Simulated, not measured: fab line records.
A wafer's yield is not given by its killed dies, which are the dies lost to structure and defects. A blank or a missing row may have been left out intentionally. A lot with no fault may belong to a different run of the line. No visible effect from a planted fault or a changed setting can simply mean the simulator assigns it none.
fab line records	flow n5Finfet
record lots=7	wafers=20	lastDay=19
route steps=1938 shown BEOL_M1@819 BEOL_M4@1111 PASSIVATION@1936
lots untouched by any fault: they come from a run of this same line in which no faults occurred
startH: hours from the record's opening day to when the first of the lot's shown wafers began	waitH: hours from the lot's prior step to this one	" repeats the value in the row above	L1.1+2: a single row standing in for several wafers	- no value, or no start given	* or withheld: withheld	< > ~ a bound
route shown NAME@n: names a module that has steps shown in the file, with the first one's number in the route	usual: average and standard deviation across the fault-free wafers	same: alike in all rows	chamber/n: place in a boat	sites: per-site readings	_std_site: the standard deviation of these	_edge_site: mean of outer sites minus mean of inner sites	radiusMm: how far each site lies from the wafer's centre	mask NAME#n: copy n	behind: the last tool/chamber to shape the wafer	hold: cause of the lot's hold/its duration in hours/its outcome	device: the n, p or np transistor that did not switch	end of line: at the end of the route, the tests of the same wafers	a step given without rows: its recipe and nothing more	killed: dies lost to structure and defects at the first sort, not the wafer's yield	map: a wafer's dies, x killed, . not, _ none there
set.NAME: the setting the step ran with; set.NAME@STEP: the setting that earlier step ran with	model.NAME: the simulator's own value behind a step, which no gauge read
lots at selected steps of the route; one table per step, one row per wafer
services: from which hour (startH, from the record's first day; less than 0 if before it) a tool's chamber was out of use, for how many hours, and why
## steps
# step N5_BEOL_M1_ANNEAL_82
# recipe tempC=400	timeS=240	ambient=vacuum
# usual heaterPowerW=815/76
lot.wafer	tool	chamber	startH	waitH	heaterPowerW
L200.1	pvdSputter-03	-	145.80	0.0	743
L200.4	"	-	"	"	875
L200.5	"	-	"	"	739
L203.3	pvdSputter-01	-	172.31	0.0	778
L203.5	"	-	"	"	733
L205.3	pvdSputter-01	-	178.50	0.0	718
L205.4	"	-	"	"	905
L205.5	"	-	"	"	724
L214.1	pvdSputter-02	-	230.95	0.0	746
L214.2	"	-	"	"	893
L214.6	"	-	"	"	733
L216.1	pvdSputter-02	-	240.51	0.0	802
L216.2	"	-	"	"	754
L216.4	"	-	"	"	895
L218.1	pvdSputter-01	-	253.07	0.0	799
L218.3	"	-	"	"	791
L218.4	"	-	"	"	917
L220.1	pvdSputter-02	-	262.19	0.0	994
L220.3	"	-	"	"	733
L220.5	"	-	"	"	812
# step N5_BEOL_M1_SPUTTER_86
# recipe material=Cu	targetThkA=45	tempC=-20	chamberPressurePa=0.07	powerW=withheld	timeS=8.29
# step N5_BEOL_M1_ANNEAL_87
# recipe tempC=400	timeS=240	ambient=vacuum
# step N5_BEOL_M1_SPUTTER_88
# recipe material=Cu	targetThkA=45	tempC=-20	chamberPressurePa=0.07	powerW=withheld	timeS=8.29
# step N5_BEOL_M1_ANNEAL_89
# recipe tempC=400	timeS=240	ambient=vacuum
# step N5_BEOL_M1_SPUTTER_90
# recipe material=Cu	targetThkA=45	tempC=-20	chamberPressurePa=0.07	powerW=withheld	timeS=8.29
# step N5_BEOL_M1_ANNEAL_91
# recipe tempC=400	timeS=240	ambient=vacuum
# step N5_BEOL_M1_SPUTTER_92
# recipe material=Cu	targetThkA=45	tempC=-20	chamberPressurePa=0.07	powerW=withheld	timeS=8.29
# step N5_BEOL_M1_ANNEAL_93
# recipe tempC=400	timeS=240	ambient=vacuum
# usual heaterPowerW=818/80
lot.wafer	tool	chamber	startH	waitH	heaterPowerW
L200.1	pvdSputter-03	-	146.68	0.0	750
L200.4	"	-	"	"	883
L200.5	"	-	"	"	753
L203.3	pvdSputter-01	-	173.19	0.0	796
L203.5	"	-	"	"	721
L205.3	pvdSputter-01	-	179.38	0.0	722
L205.4	"	-	"	"	911
L205.5	"	-	"	"	704
L214.1	pvdSputter-02	-	231.83	0.0	754
L214.2	"	-	"	"	902
L214.6	"	-	"	"	734
L216.1	pvdSputter-02	-	241.39	0.0	812
L216.2	"	-	"	"	739
L216.4	"	-	"	"	897
L218.1	pvdSputter-01	-	253.95	0.0	818
L218.3	"	-	"	"	803
L218.4	"	-	"	"	895
L220.1	pvdSputter-02	-	263.07	0.0	984
L220.3	"	-	"	"	760
L220.5	"	-	"	"	817
# step N5_BEOL_M1_SPUTTER_94
# recipe material=Cu	targetThkA=45	tempC=-20	chamberPressurePa=0.07	powerW=withheld	timeS=8.29
# step N5_BEOL_M1_ANNEAL_95
# recipe tempC=400	timeS=240	ambient=vacuum
# usual heaterPowerW=815/76
lot.wafer	tool	chamber	startH	waitH	heaterPowerW
L200.1	pvdSputter-03	-	146.90	0.0	749
L200.4	"	-	"	"	893
L200.5	"	-	"	"	748
L203.3	pvdSputter-01	-	173.41	0.0	794
L203.5	"	-	"	"	705
L205.3	pvdSputter-01	-	179.60	0.0	728
L205.4	"	-	"	"	920
L205.5	"	-	"	"	718
L214.1	pvdSputter-02	-	232.05	0.0	738
L214.2	"	-	"	"	886
L214.6	"	-	"	"	754
L216.1	pvdSputter-02	-	241.61	0.0	787
L216.2	"	-	"	"	746
L216.4	"	-	"	"	901
L218.1	pvdSputter-01	-	254.17	0.0	798
L218.3	"	-	"	"	764
L218.4	"	-	"	"	903
L220.1	pvdSputter-02	-	263.29	0.0	1009
L220.3	"	-	"	"	748
L220.5	"	-	"	"	802
# step N5_BEOL_M1_SPUTTER_96
# recipe material=Cu	targetThkA=45	tempC=-20	chamberPressurePa=0.07	powerW=withheld	timeS=8.29
# usual throttleValvePct=30.1/1.1
lot.wafer	tool	chamber	startH	waitH	throttleValvePct
L200.1	pvdSputter-03	-	147.04	0.1	30.7
L200.4	"	-	"	"	30.0
L200.5	"	-	"	"	30.7
L203.3	pvdSputter-01	-	173.55	0.1	30.6
L203.5	"	-	"	"	30.2
L205.3	pvdSputter-01	-	179.74	0.1	30.2
L205.4	"	-	"	"	29.2
L205.5	"	-	"	"	30.2
L214.1	pvdSputter-02	-	232.19	0.1	29.3
L214.2	"	-	"	"	29.1
L214.6	"	-	"	"	29.1
L216.1	pvdSputter-02	-	241.75	0.1	31.7
L216.2	"	-	"	"	29.4
L216.4	"	-	"	"	28.8
L218.1	pvdSputter-01	-	254.31	0.1	27.7
L218.3	"	-	"	"	30.9
L218.4	"	-	"	"	28.9
L220.1	pvdSputter-02	-	263.43	0.1	31.5
L220.3	"	-	"	"	29.3
L220.5	"	-	"	"	31.8
# step N5_BEOL_M1_ECD_50
# recipe material=Cu	targetThkA=3000
lot.wafer	tool	chamber	startH	waitH	model.Cu_of_BEOL_M1_ECD_50.thkNm
L200.1	ecdCu-02	1	147.16	0.1	304
L200.4	"	0	"	"	300.6
L200.5	"	0	"	"	400.6
L203.3	ecdCu-02	1	173.68	0.1	401
L203.5	"	0	"	"	403.8
L205.3	ecdCu-02	1	179.88	0.1	406.4
L205.4	"	0	"	"	302.8
L205.5	"	0	"	"	405.6
L214.1	ecdCu-02	1	232.31	0.1	302.4
L214.2	"	0	"	"	298.2
L214.6	"	0	"	"	301.2
L216.1	ecdCu-02	0	241.87	0.1	305
L216.2+4	"	1,0	"	"	302.4
L218.1	ecdCu-01	0	254.43	0.1	300.8
L218.3	"	1	"	"	302.8
L218.4	"	0	"	"	299.4
L220.1	ecdCu-01	0	263.55	0.1	298.4
L220.3	"	0	"	"	295.4
L220.5	"	0	"	"	301.6
# step N5_BEOL_M1_ANNEAL_51
# recipe tempC=225	timeS=90	ambient=N2
# usual annealTempCMax=226.37/0.3	wafer_temp_C_max=226.4/0.42
lot.wafer	tool	chamber	startH	waitH	annealTempCMax	wafer_temp_C_max
L200.1	rtpAnneal-02	0	147.40	0.2	226.50	226.7
L200.4	"	0	"	"	226.39	226.7
L200.5	"	0	"	"	226.63	226.3
L203.3	rtpAnneal-02	0	173.92	0.2	227.14	226.5
L203.5	"	0	"	"	226.75	226.5
L205.3	rtpAnneal-02	0	180.03	0.1	226.04	226.6
L205.4	"	0	"	"	226.30	226.8
L205.5	"	0	"	"	225.92	226.8
L214.1	rtpAnneal-02	0	232.39	0.1	226.26	226.9
L214.2	"	0	"	"	226.59	226.2
L214.6	"	0	"	"	226.32	226.5
L216.1	rtpAnneal-01	0	241.95	0.1	226.39	226.2
L216.2	"	0	"	"	226.13	226.5
L216.4	"	0	"	"	226.80	225.9
L218.1	rtpAnneal-01	0	254.51	0.1	226.48	225.9
L218.3	"	0	"	"	225.92	226.1
L218.4	"	0	"	"	226.03	226.2
L220.1	rtpAnneal-01	0	263.63	0.1	226.06	226.2
L220.3	"	0	"	"	226.28	226.3
L220.5	"	0	"	"	226.49	226.1
# step N5_BEOL_M1_CMP_52
# recipe stopOn=SiOC	tOverpolishS=6.8	downForcePsi=1	platenRpm=50	clearingPlatenDownForcePsi=1.5	clearingPlatenRpm=50	postCmpClean=cuAlkaline	targetThkNm=40	clearingPlatenPadVelocityMS=0.99484	padVelocityMS=0.99484
# usual motorCurrentA=6.2/0.41	platenRpm=50.00/0.035	timeToEndpointS=61.8/2.6
lot.wafer	tool	chamber	startH	waitH	motorCurrentA	platenRpm	timeToEndpointS
L200.1	cmp-04	1	147.70	0.3	6.2	49.94	68.2
L200.4	"	2	"	"	6.9	50.03	63.3
L200.5	"	2	"	"	6.7	49.93	86.3
L203.3	cmp-04	3	174.40	0.4	6.0	50.06	81.5
L203.5	"	3	"	"	5.7	50.03	82.6
L205.3	cmp-02	2	180.27	0.2	6.0	49.97	82.4
L205.4	"	0	"	"	5.7	49.99	59.4
L205.5	"	2	"	"	5.8	49.98	84.1
L214.2	cmp-03	0	232.68	0.2	6.7	50.03	63.5
L214.1	"	3	"	"	5.7	50.06	63.3
L214.6	"	1	"	"	6.3	49.96	61.5
L216.1	cmp-03	3	242.28	0.3	6.0	50.07	60.3
L216.4	"	0	"	"	6.6	50.03	63.1
L216.2	"	1	"	"	6.6	49.98	61.6
L218.4	cmp-04	1	254.82	0.1	6.3	50.00	63.4
L218.1	"	3	"	"	6.0	50.02	62.0
L218.3	"	0	"	"	5.9	50.01	64.6
L220.3	cmp-02	0	264.00	0.2	5.8	49.95	58.3
L220.1	"	1	"	"	5.5	49.99	57.3
L220.5	"	2	"	"	6.4	50.01	57.4
# step N5_BEOL_M1_THK_MEAS_53
# recipe thkMeasGauge=xrf	reads=Cu_of_BEOL_M1_ECD_50
# usual M1_THK=39.6/1.5
lot.wafer	tool	chamber	startH	waitH	M1_THK[nm]
L200.1	filmMetro-01	-	147.99	-	38.5
L200.4	"	-	"	"	39.9
L200.5	"	-	"	"	41.3
L203.3	filmMetro-01	-	174.70	-	37.7
L203.5	"	-	"	"	37.1
L205.3	filmMetro-02	-	180.53	-	38.0
L205.4	"	-	"	"	39.6
L205.5	"	-	"	"	39.4
L214.1	filmMetro-02	-	232.98	-	37.1
L214.2	"	-	"	"	40.1
L214.6	"	-	"	"	40.0
L216.1	filmMetro-02	-	242.54	-	37.3
L216.2	"	-	"	"	37.5
L216.4	"	-	"	"	40.8
L218.1	filmMetro-01	-	255.11	-	39.9
L218.3	"	-	"	"	42.1
L218.4	"	-	"	"	41.2
L220.1	filmMetro-02	-	264.22	-	39.5
L220.3	"	-	"	"	39.0
L220.5	"	-	"	"	38.9
# step N5_BEOL_M4_RC_MEAS_101
# usual DIBL_N=35.9/1.3	DIBL_P=35.9/1.5	IOFF_N=0.152/0.023	IOFF_P=0.204/0.027	ION_N=673/9.2	ION_P=462/6.7	SS_N=71.4/0.48	SS_P=73.2/0.55	VT_N=250.3/2.6	VT_P=-250.6/3
lot.wafer	tool	chamber	startH	waitH	DIBL_N[mV/V]	DIBL_P[mV/V]	IOFF_N[nA/um]	IOFF_P[nA/um]	ION_N[uA/um]	ION_P[uA/um]	SS_N[mV/dec]	SS_P[mV/dec]	VT_N[mV]	VT_P[mV]
L200.1	prober-02	0	210.24	0.0	35.9	36.7	0.157	0.184	676	454	70.9	73.6	250.0	-255.3
L200.4	"	0	"	"	35.6	36.1	0.153	0.183	677	455	71.4	73.0	249.8	-253.7
L200.5	"	0	"	"	34.1	34.7	0.131	0.165	657	451	70.7	73.4	253.1	-255.4
L203.3	prober-02	0	231.18	0.3	35.4	34.6	0.131	0.205	656	458	71.9	73.1	250.6	-250.5
L203.5	"	0	"	"	37.2	36.7	0.159	0.238	677	466	71.5	73.3	252.4	-249.9
L205.3	prober-01	0	238.70	0.3	36.8	36.9	0.177	0.224	676	468	72.1	73.9	248.5	-247.6
L205.4	"	0	"	"	35.1	33.2	0.135	0.168	677	460	71.1	72.8	251.2	-252.3
L205.5	"	0	"	"	35.4	35.3	0.148	0.201	682	468	71.0	73.1	249.0	-251.6
L214.1	prober-01	0	302.47	0.0	35.7	35.4	0.126	0.161	666	450	71.0	73.3	252.6	-252.7
L214.2	"	0	"	"	37.3	37.8	0.156	0.186	678	459	70.8	72.8	248.4	-252.4
L214.6	"	0	"	"	36.9	37.2	0.146	0.183	674	461	71.3	72.9	247.5	-251.7
L216.1	prober-01	0	305.26	0.0	35.4	35.3	0.154	0.214	675	465	71.7	73.1	248.0	-249.2
L216.2	"	0	"	"	36.3	36.9	0.172	0.224	682	472	72.2	73.2	248.7	-248.2
L216.4	"	0	"	"	35.1	35.6	0.152	0.211	676	466	71.2	73.2	249.4	-248.7
L218.1	prober-02	0	313.43	0.0	34.7	35.3	0.125	0.155	659	449	71.1	73.1	254.6	-258.7
L218.3	"	0	"	"	33.6	34.2	0.110	0.139	651	442	71.5	73.1	257.0	-256.1
L218.4	"	0	"	"	35.3	36.8	0.139	0.175	659	454	70.8	73.2	252.8	-252.4
L220.1	prober-02	0	334.64	0.0	37.9	37.5	0.177	0.282	669	468	72.8	72.9	250.0	-243.7
L220.3	"	0	"	"	34.3	32.7	0.112	0.196	658	464	71.4	71.8	255.1	-245.7
L220.5	"	0	"	"	36.2	35.5	0.143	0.233	660	462	71.5	72.5	252.8	-244.6
# step N5_PASSIVATION_PROBE_49
# usual defectLimitedYield=91.0/1.5	killed_at_M0_to_M3=37/12	killed_at_M4_up=13/5	killedAtContacts=13/6.1	killedAtFrontEnd=39/11	killedAtOther=4/3.2	killedDies=106/17	killedOpen=69/12	killedShort=35/7.9	sort_bin_5_function=5.3/1	sort_bin_6_memory=3.3/0.68	sortNPass=1074/17	sortYieldPct=91.0/1.5
# same grossDies=1180	killedAtBackSide=0	sort_bin_4_leakage[%]=0	sort_bin_8_speed[%]=0
lot.wafer	tool	chamber	startH	waitH	defectLimitedYield[%]	killed_at_M0_to_M3	killed_at_M4_up	killedAtContacts	killedAtFrontEnd	killedAtOther	killedDies	killedOpen	killedShort	sort_bin_5_function[%]	sort_bin_6_memory[%]	sortNPass	sortYieldPct[%]
L218.3	prober-02	-	426.39	0.1	91.0	19	11	19	56	1	106	75	27	5.7	3.0	1074	91.0
L218.4	prober-02	-	426.44	0.2	94.5	16	7	6	36	0	65	44	21	3.6	1.9	1115	94.5
# killed by level:class
L218.3 STI_FIN_REVEAL:geometricParticle:open=16 FIN_SAQP:geometricParticle:open=14 MOL_CONTACT_COAG:geometricParticle:open=14 GATE_CUT:geometricParticle:short=9 FIN_SAQP:geometricParticle:short=7 BEOL_M2:geometricParticle:open=6 MOL_CONTACT_COAG:geometricParticle:short=5 BEOL_M0_SAQP:geometricParticle:open=5
L218.4 FIN_SAQP:geometricParticle:open=10 FIN_SAQP:geometricParticle:short=8 STI_FIN_REVEAL:geometricParticle:open=5 DUMMY_GATE:geometricParticle:open=5 BEOL_M2:geometricParticle:open=5 BEOL_M3:geometricParticle:open=5 BEOL_M4:geometricParticle:open=5 MOL_CONTACT_COAG:geometricParticle:open=4
## services
tool	chamber	startH	hours	kind
ecdCu-01	-	124.13	1.1	repair
cmp-04	-	136.09	0.9	repair
cmp-02	-	139.93	1.2	repair
cmp-02	-	149.79	7.9	repair
cmp-03	-	156.16	4.0	pm
cmp-03	-	160.16	-	consumableReplace:conditioner
cmp-03	-	160.16	-	consumableReplace:pad
cmp-02	-	182.65	1.8	repair
pvdSputter-03	-	186.76	4.3	repair
cmp-04	-	192.98	3.4	pm
cmp-02	-	197.24	7.9	pm
cmp-03	-	209.79	0.4	repair
cmp-02	-	227.28	4.0	pm
cmp-02	-	231.28	-	consumableReplace:conditioner
cmp-02	-	231.28	-	consumableReplace:pad
cmp-02	-	248.20	7.1	repair
cmp-04	-	255.24	0.7	repair
ecdCu-01	-	255.77	4.6	repair
## key
firstSign step=N5_BEOL_M1_CMP_52	reading=timeToEndpointS	direction=up	sigmas=8.3	usual=*	struck=*
effect none on later readings
modelEffect step=N5_BEOL_M1_ECD_50	value=Cu_of_BEOL_M1_ECD_50.thkNm	without=302.1	struck=403.5
metAt N5_BEOL_M1_ECD_50
struckWafers L200.5,L203.3,L203.5,L205.3,L205.5
fault kind=processParameterDrift	tool=ecdCu-02	chamber=-	onsetH=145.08	steps=N5_BEOL_M1_ECD_50	channel=targetThkA	offset=*	shape=step	endH=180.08	scope=struckWafersOnly	actsIn=*	stated=*
